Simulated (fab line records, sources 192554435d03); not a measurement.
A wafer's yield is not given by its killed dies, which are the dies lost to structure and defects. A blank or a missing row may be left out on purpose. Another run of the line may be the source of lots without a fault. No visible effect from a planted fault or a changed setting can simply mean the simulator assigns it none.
Chamber matching | flow n5Finfet | N5_GATE_CUT_STRIP_41 on rieDiel-06: 4 sister chambers
The step strips in CF4. 4 wafers are shown with their chamber, then 10 later ones without.

EACH WAFER AND ITS CHAMBER
wafer  | chamber | showerheadPlenumPTorr (Torr)
L083.1 | 2       | 1.89
L084.6 | 3       | 1.85
L085.4 | 0       | 1.71
L085.5 | 1       | 1.75

WAFERS MISSING THEIR CHAMBER
wafer  | showerheadPlenumPTorr (Torr)
L085.6 | 1.71
L093.1 | 1.85
L093.3 | 1.71
L093.4 | 1.75
L094.1 | 1.71
L094.5 | 1.71
L094.6 | 1.84
L097.2 | 1.75
L097.3 | 1.71
L097.6 | 1.75

WHICH CHAMBER EACH WENT THROUGH
wafer  | from the rows above | in truth
L085.6 | 0                   | 0
L093.1 | 3                   | 3
L093.3 | 0                   | 0
L093.4 | 1                   | 1
L094.1 | 0                   | 0
L094.5 | 0                   | 0
L094.6 | 3                   | 3
L097.2 | 1                   | 1
L097.3 | 0                   | 0
L097.6 | 1                   | 1
10 of 10 placed correctly. Number that these rows cannot place: 0. Wrongly placed: 0.
How it was worked out, from the rows above alone: a wafer's distance from a chamber is the root of the sum, over the readings, of the square of ((its reading less the chamber's mean) divided by the reading's scatter). If the next closest chamber is less than 2 further off than the closest, the wafer can't be placed; otherwise it belongs to the closest. For every chamber, the mean is computed from those of its wafers that are shown. The scatter: root of mean squared gap, hidden wafer to nearest shown wafer, with one shown wafer a chamber.
